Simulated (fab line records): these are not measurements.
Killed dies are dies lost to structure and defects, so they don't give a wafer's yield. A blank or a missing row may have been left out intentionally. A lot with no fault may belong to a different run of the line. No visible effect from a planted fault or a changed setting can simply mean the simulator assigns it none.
Chamber matching    flow n5_finfet    N5_BEOL_M0_SAQP_MANDREL_ETCH_20 on rie_si-03 has 4 sister chambers
The step etches a-Si in HBr/Cl2, stops on SiNx, target depth 60 nm, bt time 10 s, time 30 s. 20 wafers are shown with their chamber, then 10 later ones without.

== WAFERS WITH THEIR CHAMBER ==
wafer   chamber  drypump_motor_current_A (A)  oes_product_au (a.u.)  HBr_flow_sccm (sccm)
L075.2  2        5.5                          0.803                  149.8
L075.3  0        5.1                          0.784                  149.9
L075.6  2        5.5                          0.793                  149.9
L078.1  3        5.5                          0.765                  149.8
L078.2  1        5.3                          0.776                  150.3
L078.5  0        5.1                          0.782                  149.5
L079.1  3        5.6                          0.784                  150.2
L079.5  2        5.5                          0.805                  150.0
L079.6  1        5.3                          0.781                  149.9
L081.3  3        5.6                          0.792                  149.6
L081.4  2        5.5                          0.793                  150.0
L081.5  2        5.5                          0.790                  149.3
L082.1  2        5.5                          0.776                  150.4
L082.3  3        5.5                          0.778                  149.8
L082.4  1        5.3                          0.783                  149.7
L084.2  0        5.1                          0.767                  150.3
L084.4  2        5.5                          0.795                  149.2
L084.5  2        5.5                          0.797                  150.5
L090.2  3        5.6                          0.764                  150.6
L090.5  1        5.3                          0.775                  149.6

SIGNATURES, as means of the wafers listed above
reading                  chamber 0  chamber 1  chamber 2  chamber 3  scatter within a chamber
drypump_motor_current_A  5.100      5.300      5.500      5.560      0.0274
oes_product_au           0.77767    0.77875    0.79400    0.77660    0.00921
HBr_flow_sccm            149.900    149.875    149.887    150.000    0.414
Rule: a wafer lies at a distance from a chamber equal to the root of the sum of squares, over the readings, of (its reading less the chamber's mean, divided by the reading's scatter). The wafer belongs to the nearest chamber; if the next one is less than 2 further off, it can't be placed. The scatter: take each reading less its chamber's mean, square it, sum over the shown wafers, divide by the number of wafers less the number of chambers, and take the root.

== WAFERS WHOSE CHAMBER IS MISSING ==
wafer   drypump_motor_current_A (A)  oes_product_au (a.u.)  HBr_flow_sccm (sccm)
L090.6  5.5                          0.789                  149.9
L094.2  5.3                          0.776                  149.8
L094.3  5.5                          0.787                  150.4
L094.5  5.5                          0.801                  150.2
L095.4  5.4                          0.785                  149.9
L095.5  5.5                          0.810                  150.1
L095.6  5.3                          0.784                  149.8
L097.1  5.5                          0.785                  150.1
L097.3  5.0                          0.773                  149.7
L097.4  5.3                          0.778                  150.0

== CHAMBER TAKEN BY EACH ==
wafer   from the rows above      in truth
L090.6  2                        2
L094.2  1                        1
L094.3  can't be placed: 2 or 3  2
L094.5  2                        2
L095.4  can't be placed: 1 or 2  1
L095.5  2                        2
L095.6  1                        1
L097.1  can't be placed: 2 or 3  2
L097.3  0                        0
L097.4  1                        1
Correctly placed: 7 of 10. Can't be placed from these rows: 3 (the true chamber is among the candidates in 3). Placed wrongly: 0.
